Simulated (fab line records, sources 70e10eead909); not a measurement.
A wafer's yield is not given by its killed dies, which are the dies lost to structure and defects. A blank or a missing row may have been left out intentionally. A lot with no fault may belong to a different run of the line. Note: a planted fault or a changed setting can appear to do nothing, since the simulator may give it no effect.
A struck lot beside a sound one	flow nand-harc	25 out of 1159 route steps
Sound: wafers L205.2, L205.3, L205.6. The struck wafers were L211.2, L211.4, L211.6. At the end, the cause is stated.
Order at every step that has rows: each side's tool, ch and its chambers, its first start. Under that, the readings that differ: sound wafers	struck wafers	difference of the means	sigmas: that difference in standard deviations of wafers without a fault.
alike: words and numbers the same on both sides, and readings whose means are apart by under 2 such deviations; not compared: readings that were withheld, readings missing a value for some wafer, numbers with overlapping values and no deviation given by the record, and bounds like >300 which may hide the same value.
The two part at a step that has a row with sigmas, a row that says differs or no value, or rows on one side only. When numbers do not overlap yet have no deviation, they are printed without sigmas and do not part them. A reading missing from all wafers of one side parts the sides only when that side holds two or more wafers.

first, 1 step without rows for these wafers: NHARC_P_M0_SRD_25.
NHARC_P_M0_INSPECT_27:
  struck on defect-inspect-01, day 10 04:37; sound on defect-inspect-02, day 8 09:10
reading	sound	struck	difference	sigmas
raw-defect-count	227 312 123	496 354 509	+232	+2
NHARC_P_M0_PRE_CLEAN_31: time 12 s.
  sound on pecvd-01 ch 1,2, day 8 09:14; struck on pecvd-03 ch 0,1,2, day 10 04:42
  alike: heater-power-w
NHARC_P_M0_DEP_32: deposits SiCN, target thk 30 nm.
  sound on pecvd-01 ch 1,2, day 8 09:19; struck on pecvd-03 ch 0,1,2, day 10 04:49
  alike: heater-power-w
then, 7 steps without rows for these wafers: NHARC_P_M1_DEP_00 (deposits SiOC, target thk 182.5 nm); NHARC_P_M1_DEHYDRATE_01 (time 120 s); NHARC_P_M1_HMDS_02 (time 30 s); NHARC_P_M1_COAT_34 (time 65 s); NHARC_P_M1_COAT_03 (resist thk 90 nm); NHARC_P_M1_SOFTBAKE_04 (time 55 s); NHARC_P_M1_EBR_05.
NHARC_P_M1_EXPOSE_06: exposes mask P M1, target cd 130 nm.
  sound on arfi-scanner-01 ch 0, day 8 10:18; struck on arfi-scanner-03 ch 0, day 10 05:45
reading	sound	struck	difference	sigmas
exposure-dose-mJ-cm2	81.75 81.81 81.89	111.63 111.74 111.63	+29.85	+99 or more
  alike: mask
then, 2 steps without rows for these wafers: NHARC_P_M1_PEB_07 (peb time 65 s); NHARC_P_M1_DEVELOP_08 (develop time 35 s).
NHARC_P_M1_CD_MEAS_09 targets a cd of 130 nm.
  sound on cd-sem-01 ch 0, day 8 10:26; struck on cd-sem-01 ch 0, day 10 05:53
reading	sound	struck	difference	sigmas
cd-nm (nm)	129.9 129.2 130.4	147.1 149.0 148.3	+18.3	+25
NHARC_P_M1_OVL_MEAS_10: pitch 260 nm.
  struck on overlay-02, day 10 05:59; sound on overlay-02, day 8 10:31
  alike: overlay-x-nm, overlay-y-nm
NHARC_P_M1_INSPECT_11:
  struck on defect-inspect-02, day 10 06:01; sound on defect-inspect-01, day 8 10:34
  alike: raw-defect-count
NHARC_P_M1_DESCUM_14: chemistry O2, time 3 s.
  sound on rie-diel-02 ch 0,3, day 8 10:37; struck on rie-diel-10 ch 0,2,3, day 10 06:04
reading	sound	struck	difference	sigmas
model.P_M1.cd-nm (nm)	129.7 130 130.9	146.4 148.9 148.5	+17.7	
  alike: chamber-pressure-mTorr, drypump-motor-current-A, oes-product-au, rf-vpp-V, showerhead-plenum-p-Torr, throttle-valve-pct
  not compared: rf-hours-counter-h
NHARC_P_M1_ETCH_35: etches the open film in N2/H2, target depth 40 nm, overetch 12 nm, time 43.94 s.
  sound on rie-diel-02 ch 2,3, day 8 10:42; struck on rie-diel-10 ch 0,1, day 10 06:10
  alike: chamber-pressure-mTorr, drypump-motor-current-A, oes-product-au, rf-vpp-V, showerhead-plenum-p-Torr, throttle-valve-pct
  not compared: rf-hours-counter-h
NHARC_P_M1_ETCH_15: etches the open film in C4F8/Ar, target depth 182.5 nm, time 91.2 s.
  sound on rie-diel-02 ch 0,1,2; struck on rie-diel-10 ch 0,1
  alike: chamber-pressure-mTorr, oes-product-au, rf-vpp-V
  not compared: rf-hours-counter-h
NHARC_P_M1_CD_MEAS_16:
  struck on cd-sem-03, day 10 06:23; sound on cd-sem-03, day 8 10:56
reading	sound	struck	difference	sigmas
cd-nm (nm)	129.1 130.6 131.3	146.4 149.2 148.6	+17.7	+18
NHARC_P_M1_STRIP_18: strips in N2/H2.
  sound on rie-diel-12 ch 0,1, day 8 11:00; struck on rie-diel-10 ch 0,1,2, day 10 06:31
  alike: chamber-pressure-mTorr, drypump-motor-current-A, oes-product-au, rf-vpp-V, showerhead-plenum-p-Torr, throttle-valve-pct
  not compared: rf-hours-counter-h
NHARC_P_M1_ETCH_28: etches the open film in CF4/N2, target depth 30 nm, time 72.99 s.
  sound on rie-diel-12 ch 2,3; struck on rie-diel-10 ch 0,2
reading	sound	struck	difference	sigmas
oes-product-au (a.u.)	1.018 1.031 1.028	1.012 0.989 0.980	-0.032	-2
model.P_M1.cd-nm (nm)	128.9 131.1 131.2	147.1 148.7 148	+17.5	
  alike: chamber-pressure-mTorr, drypump-motor-current-A, rf-vpp-V, showerhead-plenum-p-Torr, throttle-valve-pct
  not compared: rf-hours-counter-h
then, 1 step without rows for these wafers: NHARC_P_M1_STRIP_19 (strips in post etch residue remover, time 600 s).
-- record jumps: 13 days between struck wafers' starts before vs after; left off in module P_M1, resumes in module END, first step shown is number 1159 of the route --
NHARC_END_SORT_01:
  sound on prober-02 ch 0, day 21 10:25; struck on prober-02 ch 0, day 23 11:08
  alike: defect-limited-yield, killed-at-array, killed-at-other, killed-at-periphery, killed-dies, killed-open, killed-short, sort_bin_2_pct, sort_bin_3_pct, sort_bin_4_pct, sort-n-pass, sort-rim-yield-pct, sort-yield-pct

WHERE THEY PART
Earliest at NHARC_P_M0_INSPECT_27; latest, in this record, at NHARC_P_M1_ETCH_28. Later steps at which nothing parts them and some readings are alike: NHARC_END_SORT_01.

WHY: what had been put in by the simulator
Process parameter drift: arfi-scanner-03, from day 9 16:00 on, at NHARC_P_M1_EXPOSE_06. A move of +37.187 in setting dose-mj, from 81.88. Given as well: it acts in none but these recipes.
